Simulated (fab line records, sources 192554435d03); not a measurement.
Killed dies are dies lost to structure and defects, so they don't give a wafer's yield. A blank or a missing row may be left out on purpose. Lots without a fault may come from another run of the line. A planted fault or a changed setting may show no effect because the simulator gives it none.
Chamber matching | flow n5_finfet | N5_HKMG_FIN_ETCH_54 on rie_diel-02: 4 sister chambers
The step etches SiARC in CF4, target depth 45.5 nm, time 75.8 s. 22 wafers are shown with their chamber, then 11 later ones without.

WAFERS WITH THEIR CHAMBER
wafer  | chamber | throttle_valve_pct (%) | showerhead_plenum_p_Torr (Torr) | etch_rf_on_time_s (s)
L077.1 | 3       | 16.08                  | 2.13                            | 75.0
L077.2 | 1       | 15.84                  | 2.22                            | 75.1
L077.3 | 2       | 15.58                  | 2.13                            | 73.8
L078.2 | 1       | 15.83                  | 2.22                            | 74.9
L078.3 | 3       | 16.05                  | 2.13                            | 74.4
L078.6 | 2       | 15.59                  | 2.13                            | 73.7
L079.1 | 0       | 15.64                  | 2.14                            | 79.0
L079.4 | 2       | 15.60                  | 2.13                            | 73.7
L079.5 | 2       | 15.59                  | 2.13                            | 73.6
L080.2 | 0       | 15.63                  | 2.14                            | 78.8
L080.3 | 2       | 15.61                  | 2.13                            | 74.7
L080.6 | 2       | 15.60                  | 2.13                            | 74.2
L082.2 | 2       | 15.60                  | 2.13                            | 73.6
L082.3 | 3       | 16.06                  | 2.13                            | 75.0
L082.5 | 3       | 16.06                  | 2.13                            | 74.4
L087.3 | 0       | 15.68                  | 2.13                            | 79.0
L087.4 | 2       | 15.63                  | 2.12                            | 74.7
L087.5 | 3       | 16.08                  | 2.12                            | 74.7
L088.1 | 0       | 15.66                  | 2.13                            | 79.0
L088.4 | 3       | 16.10                  | 2.12                            | 73.9
L088.5 | 1       | 15.89                  | 2.21                            | 74.8
L089.1 | 2       | 15.65                  | 2.12                            | 73.7

SIGNATURES (means of the wafers above)
reading                  | chamber 0 | chamber 1 | chamber 2 | chamber 3 | scatter within a chamber
throttle_valve_pct       | 15.6525   | 15.8533   | 15.6056   | 16.0717   | 0.0224
showerhead_plenum_p_Torr | 2.1350    | 2.2167    | 2.1278    | 2.1267    | 0.00503
etch_rf_on_time_s        | 78.950    | 74.933    | 73.967    | 74.567    | 0.381
Rule: a wafer's distance from a chamber is the root of the sum, over the readings, of the square of ((its reading less the chamber's mean) divided by the reading's scatter). The wafer belongs to the nearest chamber; if the next one is less than 2 further off, it can't be placed. The scatter: the root of (the sum of the squares of (reading less its chamber's mean) over the shown wafers, divided by (wafers less chambers)).

WAFERS WITHOUT THEIR CHAMBER
wafer  | throttle_valve_pct (%) | showerhead_plenum_p_Torr (Torr) | etch_rf_on_time_s (s)
L089.2 | 16.11                  | 2.12                            | 74.5
L089.6 | 16.10                  | 2.12                            | 75.3
L090.3 | 15.67                  | 2.13                            | 79.1
L090.4 | 16.10                  | 2.12                            | 74.6
L090.5 | 15.90                  | 2.21                            | 76.0
L091.2 | 15.89                  | 2.21                            | 77.1
L091.3 | 15.68                  | 2.13                            | 79.8
L091.6 | 16.11                  | 2.12                            | 75.9
L096.2 | 15.90                  | 2.21                            | 75.5
L096.5 | 15.67                  | 2.12                            | 74.7
L096.6 | 15.92                  | 2.21                            | 75.9

WHICH CHAMBER EACH WENT THROUGH
wafer  | from the rows above | in truth
L089.2 | 3                   | 3
L089.6 | 3                   | 3
L090.3 | 0                   | 0
L090.4 | 3                   | 3
L090.5 | 1                   | 1
L091.2 | 1                   | 1
L091.3 | 0                   | 0
L091.6 | 3                   | 3
L096.2 | 1                   | 1
L096.5 | 2                   | 2
L096.6 | 1                   | 1
Placed correctly: 11 of 11. Can't be placed from these rows: 0. Placed wrongly: 0.
